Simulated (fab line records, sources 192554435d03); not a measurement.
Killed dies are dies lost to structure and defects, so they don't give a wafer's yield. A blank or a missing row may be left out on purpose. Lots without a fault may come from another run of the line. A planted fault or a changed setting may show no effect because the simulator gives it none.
One fault seen from 2 desks | flow n5_finfet | each desk has only its own numbers; what lay behind them comes last

THE TOOL OWNER'S DESK: cvd_co-01
The tool's own readings at N5_BEOL_M1_CO_CAP_55 (material Co, precursor CCTBA/H2, target thk 2 nm, time 102.1 s): means of the sampled wafers that have a number, for each lot that ran on this tool. A lot is out of limits, marked OUT, if its mean lies more than 4 standard deviations from the usual mean; the brackets give that distance.
Columns: A = heater_power_w at N5_BEOL_M1_CO_CAP_55, usual 234 W; B = run_length_s at N5_BEOL_M1_CO_CAP_55, usual 124.8 s
lot  | first seen here | A   | B
L750 | day 6 22:26     | 251 | 124.7
L755 | day 8 13:01     | 250 | 173.7 (+80) OUT
L761 | day 10 07:41    | 228 | 173.8 (+80) OUT
This desk's finding: out of limits on L755, L761; first on L755, day 8 13:01 (run_length_s at N5_BEOL_M1_CO_CAP_55). In limits: L750.

THE METROLOGY DESK
What the gauges read, lot by lot, whatever tool the lot ran on: means of the sampled wafers that have a number. A lot is out of limits, marked OUT, if its mean lies more than 4 standard deviations from the usual mean; the brackets give that distance. Of its 11 readings 7 are shown: those that lie furthest out on some lot.
Columns: A = DIBL_N at N5_BEOL_M4_RC_MEAS_101, usual 36.2 mV/V; B = DIBL_P at N5_BEOL_M4_RC_MEAS_101, usual 36.1 mV/V; C = IOFF_N at N5_BEOL_M4_RC_MEAS_101, usual 0.16 nA/um; D = IOFF_P at N5_BEOL_M4_RC_MEAS_101, usual 0.22 nA/um; E = SS_N at N5_BEOL_M4_RC_MEAS_101, usual 71.4 mV/dec; F = SS_P at N5_BEOL_M4_RC_MEAS_101, usual 73.2 mV/dec; G = VT_P at N5_BEOL_M4_RC_MEAS_101, usual -250 mV
lot  | first seen here | A    | B    | C    | D    | E    | F    | G
L750 | day 6 22:22     | 37.1 | 36.0 | 0.16 | 0.22 | 71.8 | 73.7 | -249
L751 | day 7 11:16     | 36.6 | 33.8 | 0.14 | 0.19 | 71.2 | 72.6 | -250
L755 | day 8 12:57     | 36.1 | 36.0 | 0.18 | 0.24 | 71.1 | 73.3 | -246
L756 | day 8 22:31     | 38.3 | 39.3 | 0.18 | 0.27 | 71.7 | 73.6 | -245
L761 | day 10 07:37    | 35.1 | 36.1 | 0.15 | 0.18 | 71.5 | 73.3 | -253
L766 | day 12 03:10    | 38.4 | 37.3 | 0.21 | 0.22 | 72.9 | 73.9 | -251
This desk's finding: nothing out of limits on any of the 6 lots.

PUT TOGETHER
The tool owner's desk could have raised an alarm at day 8 13:01, on L755, L761.
The metrology desk saw nothing out of limits.
The metrology desk has L755, L761 on record, within its limits.
Of the lots named, all ran N5_BEOL_M1_CO_CAP_55 on cvd_co-01.

WHAT THE SIMULATOR HAD PUT IN
Process parameter drift: cvd_co-01, from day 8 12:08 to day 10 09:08, at N5_BEOL_M1_CO_CAP_55. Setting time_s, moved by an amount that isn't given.
Lots struck among those shown: L755, L761.
Hours from the fault's start to each desk's first reading out of limits: the tool owner's desk, 1.
